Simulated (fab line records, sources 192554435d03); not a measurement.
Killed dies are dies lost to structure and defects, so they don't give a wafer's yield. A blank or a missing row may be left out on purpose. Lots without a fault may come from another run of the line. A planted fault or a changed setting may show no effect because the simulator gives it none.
Problem report in the 8D (eight disciplines) form, filled by code | flow n5_finfet | the parts of the form that need people (team, actions taken, sign-off) are left out

1. THE PROBLEM
killed_at_M4_up at N5_PASSIVATION_PROBE_49 reads a mean of 372 on 9 wafers of 3 lots; wafers without a fault read 12 with a standard deviation of 4.4. That is +82 standard deviations from the usual mean.
First seen on wafer L505.1, day 16 09:45, on prober-02. The record holds 27 wafers of 9 lots with a number at this step. Rule for "out", or "out of limits": more than 4 standard deviations from the usual mean. The other wafers with a number count as sound.

2. WHAT IT IS AND WHAT IT IS NOT
question                    | is                                                                                                                                     | is not
which readings at this step | killed_at_M4_up, defect_limited_yield, killed_dies, killed_on_rim, sort_bin_5_function, sort_bin_6_memory, sort_n_pass, sort_yield_pct | killed_at_M0_to_M3, killed_at_contacts, killed_at_front_end, killed_at_other, killed_short, sort_bin_4_leakage, sort_bin_8_speed
which lots                  | L505, L506, L508                                                                                                                       | L493, L496, L500, L501, L502, L504
which wafers of those lots  | all that have a number                                                                                                                 | -
read on which tools         | prober-01, prober-02                                                                                                                   | -
when                        | from day 16 09:45                                                                                                                      | up to then (18 sound wafers)

3. SUSPECTS, AND WHAT RULES EACH OUT
Counting: a tool at a process step up to the reading stays a suspect if it ran every lot that is out and no sound lot after the first of them.
- ecd_cu-02 at N5_BEOL_M13_ECD_47 (material Cu, target thk 936 nm): kept. It ran every lot that is out, first L505 (day 15 08:46), and no sound lot after that; its last sound lot up to then is L504 (day 14 09:46).
Left after counting: ecd_cu-02 at N5_BEOL_M13_ECD_47.

4. THE CAUSE (what the simulator had put in)
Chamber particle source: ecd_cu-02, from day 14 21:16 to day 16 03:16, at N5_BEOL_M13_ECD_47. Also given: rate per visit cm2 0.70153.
Counting left only this tool.

5. THE CHAIN OF EFFECTS, in route order
Each row: a reading whose mean over the struck wafers that have a number lies more than 3 standard deviations from the usual. Only readings for which the record gives a usual standard deviation are gone through. hours: the time from each lot's start at the first step in this table that gives one to its start at this step, as a median over the lots. sigmas: the change in usual standard deviations.
hours | step                    | reading              | usual  | on struck wafers | change | sigmas
0     | N5_PASSIVATION_PROBE_49 | defect_limited_yield | 91.5 % | 62.5             | -29.0  | -21
0     | N5_PASSIVATION_PROBE_49 | killed_at_M4_up      | 12     | 372              | +360   | +82
0     | N5_PASSIVATION_PROBE_49 | killed_dies          | 100    | 443              | +343   | +20
0     | N5_PASSIVATION_PROBE_49 | killed_on_rim        | 13     | 58               | +45    | +11
0     | N5_PASSIVATION_PROBE_49 | sort_bin_5_function  | 5.0 %  | 23.1             | +18.1  | +19
0     | N5_PASSIVATION_PROBE_49 | sort_bin_6_memory    | 3.2 %  | 12.4             | +9.2   | +14
0     | N5_PASSIVATION_PROBE_49 | sort_n_pass          | 1079   | 737              | -342   | -20
0     | N5_PASSIVATION_PROBE_49 | sort_yield_pct       | 91.4 % | 62.5             | -28.9  | -19
The process steps in it:
- N5_PASSIVATION_PROBE_49

6. WHAT WOULD HAVE CAUGHT IT SOONER
In this record the first reading out of limits was taken at day 16 09:45, 36 hours after the fault began at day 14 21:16.
All the lots that are out (3) had begun N5_BEOL_M13_ECD_47 on ecd_cu-02 by day 16 09:45. A hold on the tool at that time would have spared none of them.
